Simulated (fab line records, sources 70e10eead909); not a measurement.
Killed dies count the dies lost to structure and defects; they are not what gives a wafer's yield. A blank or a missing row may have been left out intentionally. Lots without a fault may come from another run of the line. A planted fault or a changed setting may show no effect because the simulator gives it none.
Chamber matching + flow nand_harc + NHARC_P_M1_PRE_CLEAN_32 on pecvd-02 has 3 sister chambers
The step time 12 s. 3 wafers are shown with their chamber, then 9 later ones without.

== WAFERS WITH THEIR CHAMBER ==
| wafer  | chamber | heater_power_outer_w (W) |
|--------|---------|--------------------------|
| L092.3 | 0       | 415                      |
| L092.4 | 1       | 397                      |
| L092.5 | 2       | 394                      |

== WAFERS MISSING THEIR CHAMBER ==
| wafer  | heater_power_outer_w (W) |
|--------|--------------------------|
| L091.2 | 348                      |
| L091.3 | 357                      |
| L091.6 | 336                      |
| L093.2 | 372                      |
| L093.3 | 387                      |
| L093.5 | 349                      |
| L096.1 | 325                      |
| L096.3 | 394                      |
| L096.5 | 321                      |

== THE CHAMBER EACH PASSED THROUGH ==
| wafer  | from the rows above          | in truth |
|--------|------------------------------|----------|
| L091.2 | can't be placed: 2 or 1 or 0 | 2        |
| L091.3 | can't be placed: 2 or 1 or 0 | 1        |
| L091.6 | can't be placed: 2 or 1 or 0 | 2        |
| L093.2 | can't be placed: 2 or 1 or 0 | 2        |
| L093.3 | can't be placed: 2 or 1 or 0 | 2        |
| L093.5 | can't be placed: 2 or 1 or 0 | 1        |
| L096.1 | can't be placed: 2 or 1 or 0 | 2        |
| L096.3 | can't be placed: 2 or 1 or 0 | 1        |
| L096.5 | can't be placed: 2 or 1 or 0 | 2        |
Correctly placed: 0 of 9. Not placeable from these rows: 9 (in 9, the candidates include the true chamber). 0 placed wrongly.
How it was worked out, from the rows above alone: a wafer's distance from a chamber is the root of the sum, over the readings, of the square of ((its reading less the chamber's mean) divided by the reading's scatter). The wafer belongs to the nearest chamber; if the next one is less than 2 further off, it can't be placed. The mean given for a chamber averages the wafers shown for that chamber. The scatter (one wafer shown for each chamber): square how far every hidden wafer sits from the nearest shown wafer, average those squares and take the square root.
